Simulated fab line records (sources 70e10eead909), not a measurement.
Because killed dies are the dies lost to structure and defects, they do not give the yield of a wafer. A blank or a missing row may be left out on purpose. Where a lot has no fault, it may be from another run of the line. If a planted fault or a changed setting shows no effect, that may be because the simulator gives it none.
What tool caused it?	flow nand-harc	63 wafers from 21 lots sampled at 6 of the route's 1159 steps

WHAT THE GAUGES SHOWED, per wafer
The record holds no reading of a measuring or inspecting step that can be judged against a usual standard deviation.

WHICH TOOL RAN EACH LOT (tool, then ch and the chambers of the sampled wafers, then the start)
lot	NHARC_A_CHANNEL_FILL_D1_STRIP_29	NHARC_A_STAIRCASE_ETCH_13	NHARC_A_STAIRCASE_ETCH_21	NHARC_A_STAIRCASE_ETCH_27	NHARC_A_STAIRCASE_TRIM_187	NHARC_A_STAIRCASE_ETCH_188
L074	rie-diel-10 ch 2,3, day 10 21:36 or earlier	rie-diel-13 ch 1,2, day 10 21:36 or earlier	rie-diel-13 ch 1,2,3, day 10 21:36 or earlier	rie-diel-13 ch 1,2,3, day 10 21:36 or earlier	rie-diel-01 ch 1,2, day 10 21:36	rie-diel-01 ch 0,1, no start
L076	rie-diel-04 ch 1,2,3, day 11 08:43 or earlier	rie-diel-08 ch 0,2,3, day 11 08:43 or earlier	rie-diel-08 ch 0,2,3, day 11 08:43 or earlier	rie-diel-08 ch 0,2,3, day 11 08:43 or earlier	rie-diel-13 ch 0,1,3, day 11 08:43	rie-diel-13 ch 1,2,3, no start
L078	rie-diel-04 ch 1,2, day 12 00:15 or earlier	rie-diel-08 ch 0,3, day 12 00:15 or earlier	rie-diel-01 ch 0,1,2, day 12 00:15 or earlier	rie-diel-01 ch 0,1, day 12 00:15 or earlier	rie-diel-08 ch 0,1, day 12 00:15	rie-diel-08 ch 0,1,3, no start
L079	rie-diel-10 ch 0,1,3, day 12 02:13 or earlier	rie-diel-13 ch 0,1,3, day 12 02:13 or earlier	rie-diel-13 ch 0,1,3, day 12 02:13 or earlier	rie-diel-13 ch 0,1,3, day 12 02:13 or earlier	rie-diel-08 ch 0,1,2, day 12 02:13	rie-diel-08 ch 1,2,3, no start
L081	rie-diel-04 ch 0,1,3, day 12 13:26 or earlier	rie-diel-13 ch 0,3, day 12 13:26 or earlier	rie-diel-13 ch 0,1, day 12 13:26 or earlier	rie-diel-13 ch 0,3, day 12 13:26 or earlier	rie-diel-01 ch 0,2,3, day 12 13:26	rie-diel-01 ch 0,2,3, no start
L080	rie-diel-10 ch 1,2, day 12 13:14 or earlier	rie-diel-08 ch 0,1,2, day 12 13:14 or earlier	rie-diel-08 ch 0,1, day 12 13:14 or earlier	rie-diel-08 ch 1,2,3, day 12 13:14 or earlier	rie-diel-01 ch 0,2,3, day 12 13:14	rie-diel-01 ch 0,3, no start
L083	rie-diel-05 ch 2,3, day 13 04:54 or earlier	rie-diel-13 ch 2,3, day 13 04:54 or earlier	rie-diel-13 ch 0,1, day 13 04:54 or earlier	rie-diel-13 ch 0,1,2, day 13 04:54 or earlier	rie-diel-01 ch 1,3, day 13 04:54	rie-diel-01 ch 0,2,3, no start
L085	rie-diel-05 ch 2,3, day 14 13:14 or earlier	rie-diel-13 ch 2,3, day 14 13:14 or earlier	rie-diel-13 ch 0,3, day 14 13:14 or earlier	rie-diel-13 ch 0,1,2, day 14 13:14 or earlier	rie-diel-13 ch 2,3, day 14 13:14	rie-diel-13 ch 0,3, no start
L084	rie-diel-10 ch 2,3, day 14 13:26 or earlier	rie-diel-08 ch 1,2, day 14 13:26 or earlier	rie-diel-08 ch 0,1,3, day 14 13:26 or earlier	rie-diel-08 ch 0,2,3, day 14 13:26 or earlier	rie-diel-13 ch 0,2,3, day 14 13:26	rie-diel-13 ch 0,3, no start
L087	rie-diel-10 ch 1,3, day 14 14:11 or earlier	rie-diel-08 ch 1,3, day 14 14:11 or earlier	rie-diel-13 ch 1,2, day 14 14:11 or earlier	rie-diel-13 ch 0,2,3, day 14 14:11 or earlier	rie-diel-13 ch 0,1,2, day 14 14:11	rie-diel-13 ch 0,1,2, no start
L086	rie-diel-04 ch 0,1, day 14 14:21 or earlier	rie-diel-13 ch 0,1,3, day 14 14:21 or earlier	rie-diel-13 ch 0,3, day 14 14:21 or earlier	rie-diel-13 ch 0,1,2, day 14 14:21 or earlier	rie-diel-08 ch 0,1,2, day 14 14:21	rie-diel-08 ch 0,1,2, no start
L088	rie-diel-10 ch 0,1,3, day 14 13:44 or earlier	rie-diel-08 ch 0,2, day 14 13:44 or earlier	rie-diel-08 ch 1,2, day 14 13:44 or earlier	rie-diel-08 ch 2,3, day 14 13:44 or earlier	rie-diel-01 ch 0,3, day 14 13:44	rie-diel-01 ch 0,1,2, no start
L090	rie-diel-10 ch 1,2,3, day 14 19:22 or earlier	rie-diel-08 ch 0,1,2, day 14 19:22 or earlier	rie-diel-08 ch 0,2, day 14 19:22 or earlier	rie-diel-08 ch 0,1, day 14 19:22 or earlier	rie-diel-01 ch 0,1,2, day 14 19:22	rie-diel-01 ch 0,1,3, no start
L089	rie-diel-05 ch 0,2,3, day 14 18:13 or earlier	rie-diel-08 ch 0,1,2, day 14 18:13 or earlier	rie-diel-01 ch 0,1,2, day 14 18:13 or earlier	rie-diel-01 ch 0,2,3, day 14 18:13 or earlier	rie-diel-01 ch 0,2,3, day 14 18:13	rie-diel-01 ch 0,1,2, no start
L091	rie-diel-10 ch 1,2, day 14 21:19 or earlier	rie-diel-01 ch 1,2,3, day 14 21:19 or earlier	rie-diel-01 ch 0,1, day 14 21:19 or earlier	rie-diel-01 ch 0,1,2, day 14 21:19 or earlier	rie-diel-01 ch 0,3, day 14 21:19	rie-diel-01 ch 2,3, no start
L092	rie-diel-10 ch 0,1,2, day 15 06:43 or earlier	rie-diel-13 ch 0,1,3, day 15 06:43 or earlier	rie-diel-01 ch 1,2,3, day 15 06:43 or earlier	rie-diel-01 ch 1,2,3, day 15 06:43 or earlier	rie-diel-13 ch 0,1,3, day 15 06:43	rie-diel-13 ch 1,2,3, no start
L093	rie-diel-04 ch 0,1,2, day 15 06:46 or earlier	rie-diel-08 ch 0,1,2, day 15 06:46 or earlier	rie-diel-01 ch 0,2,3, day 15 06:46 or earlier	rie-diel-01 ch 1,2,3, day 15 06:46 or earlier	rie-diel-08 ch 1,2,3, day 15 06:46	rie-diel-08 ch 0,2,3, no start
L094	rie-diel-04 ch 0,1,3, day 15 19:46 or earlier	rie-diel-01 ch 0,1,3, day 15 19:46 or earlier	rie-diel-08 ch 0,1,2, day 15 19:46 or earlier	rie-diel-08 ch 0,2,3, day 15 19:46 or earlier	rie-diel-13 ch 0,1,3, day 15 19:46	rie-diel-13 ch 0,2,3, no start
L095	rie-diel-05 ch 1,2,3, day 16 10:49 or earlier	rie-diel-01 ch 1,2,3, day 16 10:49 or earlier	rie-diel-01 ch 0,1,2, day 16 10:49 or earlier	rie-diel-01 ch 0,1,3, day 16 10:49 or earlier	rie-diel-01 ch 0,2,3, day 16 10:49	rie-diel-01 ch 0,1,2, no start
L096	rie-diel-04 ch 0,3, day 16 10:15 or earlier	rie-diel-08 ch 0,1, day 16 10:15 or earlier	rie-diel-13 ch 0,3, day 16 10:15 or earlier	rie-diel-13 ch 1,2, day 16 10:15 or earlier	rie-diel-08 ch 2,3, day 16 10:15	rie-diel-08 ch 0,3, no start
L097	rie-diel-04 ch 1,2,3, day 16 15:00 or earlier	rie-diel-13 ch 0,2, day 16 15:00 or earlier	rie-diel-08 ch 0,1,2, day 16 15:00 or earlier	rie-diel-08 ch 1,2, day 16 15:00 or earlier	rie-diel-13 ch 0,2,3, day 16 15:00	rie-diel-13 ch 0,2, no start
- NHARC_A_CHANNEL_FILL_D1_STRIP_29: strips in O2, time 20 s.
- NHARC_A_STAIRCASE_ETCH_13: etches the open film in C4F8/O2, target depth 100 nm, time 40.5 s.
- NHARC_A_STAIRCASE_ETCH_21: etches the open film in C4F8/O2, target depth 100 nm, time 40.5 s.
- NHARC_A_STAIRCASE_ETCH_27: etches the open film in C4F8/O2, target depth 100 nm, time 40.5 s.
- NHARC_A_STAIRCASE_TRIM_187: chemistry O2, time 211.2 s.
- NHARC_A_STAIRCASE_ETCH_188: etches the open film in C4F8/O2, target depth 100 nm, time 40.5 s.

WHAT THE TOOLS THEMSELVES READ (means of the sampled wafers that have a number; where no wafer has one, the mark that the record gives instead)
NHARC_A_CHANNEL_FILL_D1_STRIP_29. Usual: chamber-pressure-mTorr 60.00 mTorr, standard deviation 0.056; drypump-motor-current-A 5.6 A, standard deviation 0.46; oes-product-au 1.001 a.u., standard deviation 0.0077; rf-vpp-V 57.8 V, standard deviation 0.86; showerhead-plenum-p-Torr 3.52 Torr, standard deviation 0.093; throttle-valve-pct 17.037 %, standard deviation 0.0085.
lot	tool	chamber-pressure-mTorr (mTorr)	drypump-motor-current-A (A)	oes-product-au (a.u.)	rf-vpp-V (V)	showerhead-plenum-p-Torr (Torr)	throttle-valve-pct (%)	flag
L074	rie-diel-10	59.99	5.4	1.001	57.2	3.41	17.033	
L076	rie-diel-04	60.05	5.8	1.008	57.0	3.58	17.041	
L078	rie-diel-04	60.01	5.6	1.005	57.6	3.57	17.034	
L079	rie-diel-10	60.03	5.6	1.002	58.0	3.49	17.043	
L081	rie-diel-04	60.01	5.6	1.002	57.8	3.54	17.033	
L080	rie-diel-10	59.95	5.6	0.988	57.5	3.54	17.027	
L083	rie-diel-05	59.95	4.9	0.997	57.8	3.51	17.042	
L085	rie-diel-05	60.01	4.9	0.995	57.8	3.51	17.033	
L084	rie-diel-10	60.03	5.4	1.004	57.5	3.41	17.047	
L087	rie-diel-10	59.95	5.5	1.020	57.7	3.57	17.033	
L086	rie-diel-04	59.99	5.7	1.008	58.9	3.53	17.031	
L088	rie-diel-10	59.98	5.6	0.994	57.2	3.49	17.038	
L090	rie-diel-10	59.97	5.5	1.007	56.8	3.51	17.031	
L089	rie-diel-05	59.98	5.2	0.996	57.0	3.49	17.035	
L091	rie-diel-10	59.98	5.6	1.004	58.7	3.60	17.035	
L092	rie-diel-10	59.99	5.6	1.004	58.1	3.52	17.033	
L093	rie-diel-04	59.98	6.0	1.004	58.4	3.57	17.043	
L094	rie-diel-04	59.98	5.6	1.003	56.7	3.54	17.041	
L095	rie-diel-05	59.93	5.3	0.999	57.5	3.47	17.033	
L096	rie-diel-04	59.99	5.7	0.996	58.0	3.55	17.044	
L097	rie-diel-04	59.96	5.8	0.996	57.8	3.58	17.043	

NHARC_A_STAIRCASE_ETCH_13. Usual: bias-w 1000 W, standard deviation 3; chamber-pressure-mTorr 25.000 mTorr, standard deviation 0.024; oes-product-au 0.938 a.u., standard deviation 0.014; rf-vpp-V 894 V, standard deviation 5.1.
lot	tool	bias-w (W)	chamber-pressure-mTorr (mTorr)	oes-product-au (a.u.)	rf-vpp-V (V)	flag
L074	rie-diel-13	999	25.026	0.929	889	
L076	rie-diel-08	1002	24.993	0.925	896	
L078	rie-diel-08	999	25.013	0.962	897	
L079	rie-diel-13	999	25.007	0.934	888	
L081	rie-diel-13	999	25.009	0.942	889	
L080	rie-diel-08	1001	25.016	0.963	898	
L083	rie-diel-13	1000	24.999	0.957	890	
L085	rie-diel-13	1002	25.024	0.933	892	
L084	rie-diel-08	998	25.016	0.932	896	
L087	rie-diel-08	1003	25.000	0.938	892	
L086	rie-diel-13	1001	24.999	0.932	888	
L088	rie-diel-08	998	25.002	0.934	900	
L090	rie-diel-08	997	24.992	0.919	897	
L089	rie-diel-08	1000	25.002	0.947	898	
L091	rie-diel-01	1000	25.004	0.951	897	
L092	rie-diel-13	1000	25.012	0.928	888	
L093	rie-diel-08	998	24.988	0.932	898	
L094	rie-diel-01	1000	25.012	0.935	899	
L095	rie-diel-01	999	25.000	0.959	897	
L096	rie-diel-08	1002	25.001	0.946	895	
L097	rie-diel-13	999	25.016	0.952	893	

NHARC_A_STAIRCASE_ETCH_21. Usual: bias-w 999.9 W, standard deviation 2.8; chamber-pressure-mTorr 25.002 mTorr, standard deviation 0.024; oes-product-au 0.945 a.u., standard deviation 0.014; rf-vpp-V 894 V, standard deviation 5.1.
lot	tool	bias-w (W)	chamber-pressure-mTorr (mTorr)	oes-product-au (a.u.)	rf-vpp-V (V)	flag
L074	rie-diel-13	999.4	25.011	0.936	890	
L076	rie-diel-08	998.5	24.998	0.948	896	
L078	rie-diel-01	1002.8	25.028	0.957	899	
L079	rie-diel-13	999.4	24.997	0.937	888	
L081	rie-diel-13	1003.6	25.004	0.944	889	
L080	rie-diel-08	1000.3	24.998	0.949	895	
L083	rie-diel-13	1000.1	25.004	0.945	889	
L085	rie-diel-13	997.9	24.988	0.929	888	
L084	rie-diel-08	1001.5	25.014	0.936	894	
L087	rie-diel-13	1004.4	25.015	0.938	892	
L086	rie-diel-13	1000.5	24.988	0.937	888	
L088	rie-diel-08	1000.1	24.991	0.945	899	
L090	rie-diel-08	995.8	24.993	0.944	900	
L089	rie-diel-01	1004.6	24.990	0.949	898	
L091	rie-diel-01	999.4	24.991	0.926	900	
L092	rie-diel-01	998.9	24.989	0.929	898	
L093	rie-diel-01	1001.0	25.006	0.935	897	
L094	rie-diel-08	999.4	24.984	0.972	898	
L095	rie-diel-01	998.4	24.999	0.935	898	
L096	rie-diel-13	998.1	24.990	0.960	889	
L097	rie-diel-08	999.9	24.993	0.954	898	

NHARC_A_STAIRCASE_ETCH_27. Usual: bias-w 1000 W, standard deviation 3.3; chamber-pressure-mTorr 25.003 mTorr, standard deviation 0.022; oes-product-au 0.941 a.u., standard deviation 0.011; rf-vpp-V 894 V, standard deviation 5.2.
lot	tool	bias-w (W)	chamber-pressure-mTorr (mTorr)	oes-product-au (a.u.)	rf-vpp-V (V)	flag
L074	rie-diel-13	998	24.995	0.945	888	
L076	rie-diel-08	1000	24.992	0.950	898	
L078	rie-diel-01	1003	25.003	0.922	901	
L079	rie-diel-13	1000	25.005	0.938	889	
L081	rie-diel-13	1003	24.995	0.949	889	
L080	rie-diel-08	1000	24.994	0.949	896	
L083	rie-diel-13	1002	25.011	0.951	890	
L085	rie-diel-13	1001	25.018	0.944	890	
L084	rie-diel-08	998	25.004	0.942	897	
L087	rie-diel-13	1002	24.996	0.924	891	
L086	rie-diel-13	1003	25.013	0.928	891	
L088	rie-diel-08	999	25.001	0.948	894	
L090	rie-diel-08	999	25.004	0.938	896	
L089	rie-diel-01	998	25.011	0.940	897	
L091	rie-diel-01	1000	25.002	0.932	898	
L092	rie-diel-01	997	25.005	0.930	897	
L093	rie-diel-01	999	24.987	0.924	897	
L094	rie-diel-08	1001	25.013	0.960	896	
L095	rie-diel-01	1001	25.009	0.934	899	
L096	rie-diel-13	997	24.984	0.953	889	
L097	rie-diel-08	1002	25.001	0.943	898	

NHARC_A_STAIRCASE_TRIM_187. Usual: chamber-pressure-mTorr 60.00 mTorr, standard deviation 0.049; drypump-motor-current-A 5.8 A, standard deviation 0.49; oes-product-au 0.999 a.u., standard deviation 0.007; rf-vpp-V 57.6 V, standard deviation 0.75; showerhead-plenum-p-Torr 3.49 Torr, standard deviation 0.14; throttle-valve-pct 17.037 %, standard deviation 0.0094.
lot	tool	chamber-pressure-mTorr (mTorr)	drypump-motor-current-A (A)	oes-product-au (a.u.)	rf-vpp-V (V)	showerhead-plenum-p-Torr (Torr)	throttle-valve-pct (%)	flag
L074	rie-diel-01	60.01	5.9	0.993	57.7	3.56	17.037	
L076	rie-diel-13	60.02	5.8	0.999	56.7	3.34	17.033	
L078	rie-diel-08	60.02	5.7	1.004	57.9	3.55	17.048	
L079	rie-diel-08	60.02	5.9	0.999	57.9	3.58	17.037	
L081	rie-diel-01	59.97	6.1	0.993	58.0	3.55	17.046	
L080	rie-diel-01	60.02	6.1	1.002	58.4	3.55	17.035	
L083	rie-diel-01	60.00	5.5	0.990	58.0	3.60	17.030	
L085	rie-diel-13	60.05	6.0	1.003	58.0	3.39	17.047	
L084	rie-diel-13	60.01	5.7	1.004	56.9	3.37	17.046	
L087	rie-diel-13	59.98	6.0	1.007	57.0	3.38	17.037	
L086	rie-diel-08	59.98	5.9	1.000	58.2	3.57	17.033	
L088	rie-diel-01	60.00	6.0	1.005	57.7	3.59	17.035	
L090	rie-diel-01	59.96	5.9	0.997	57.7	3.59	17.036	
L089	rie-diel-01	60.00	6.1	0.999	57.5	3.54	17.044	
L091	rie-diel-01	60.04	5.9	0.993	57.7	3.57	17.029	
L092	rie-diel-13	60.07	5.7	1.001	56.7	3.32	17.040	
L093	rie-diel-08	59.95	5.7	0.995	57.9	3.49	17.036	
L094	rie-diel-13	60.01	5.8	0.997	56.9	3.32	17.024	
L095	rie-diel-01	59.95	6.1	1.001	58.0	3.53	17.046	
L096	rie-diel-08	60.05	5.4	0.995	58.0	3.47	17.036	
L097	rie-diel-13	60.01	5.7	1.001	57.2	3.36	17.027	

NHARC_A_STAIRCASE_ETCH_188. Usual: bias-w 1000.0 W, standard deviation 2.9; chamber-pressure-mTorr 24.998 mTorr, standard deviation 0.022; oes-product-au 0.937 a.u., standard deviation 0.014; rf-vpp-V 895 V, standard deviation 5.2.
lot	tool	bias-w (W)	chamber-pressure-mTorr (mTorr)	oes-product-au (a.u.)	rf-vpp-V (V)	flag
L074	rie-diel-01	1001.7	24.982	0.943	902	
L076	rie-diel-13	1000.6	24.991	0.945	889	
L078	rie-diel-08	1003.0	24.967	0.959	894	
L079	rie-diel-08	1000.8	25.003	0.948	895	
L081	rie-diel-01	999.3	25.002	0.926	897	
L080	rie-diel-01	999.5	24.993	0.940	898	
L083	rie-diel-01	1004.8	24.981	0.919	897	
L085	rie-diel-13	999.3	24.998	0.937	890	
L084	rie-diel-13	998.7	25.002	0.923	889	
L087	rie-diel-13	1000.0	25.015	0.930	889	
L086	rie-diel-08	1001.2	24.994	0.935	898	
L088	rie-diel-01	998.3	24.983	0.940	898	
L090	rie-diel-01	1001.3	24.992	0.926	899	
L089	rie-diel-01	997.7	25.014	0.928	898	
L091	rie-diel-01	1000.6	24.978	0.926	895	
L092	rie-diel-13	1001.2	25.020	0.929	889	
L093	rie-diel-08	999.0	24.989	0.942	896	
L094	rie-diel-13	998.7	25.002	0.955	891	
L095	rie-diel-01	999.4	24.987	0.943	898	
L096	rie-diel-08	1000.9	24.995	0.955	896	
L097	rie-diel-13	1000.1	24.988	0.951	892	

THE ANSWER, worked out from the rows above alone
Rule: a lot counts as off when the mean over its wafers that have a number is more than 3 standard deviations away from the usual mean. Also off: a lot with no number at a reading for which 4 or more lots have one. Where the step has rows for the other lots, those lots are counted as sound. First the gauges in route order, then the tools' own readings, where a lot's mean is used as printed above. The first step at which some lot is off is used, and at that step the reading that is off furthest; a lot without a number counts as furthest.
Across all readings shown, no lot is off: no conclusion can be drawn from this.

WHAT THE SIMULATOR HAD INSERTED
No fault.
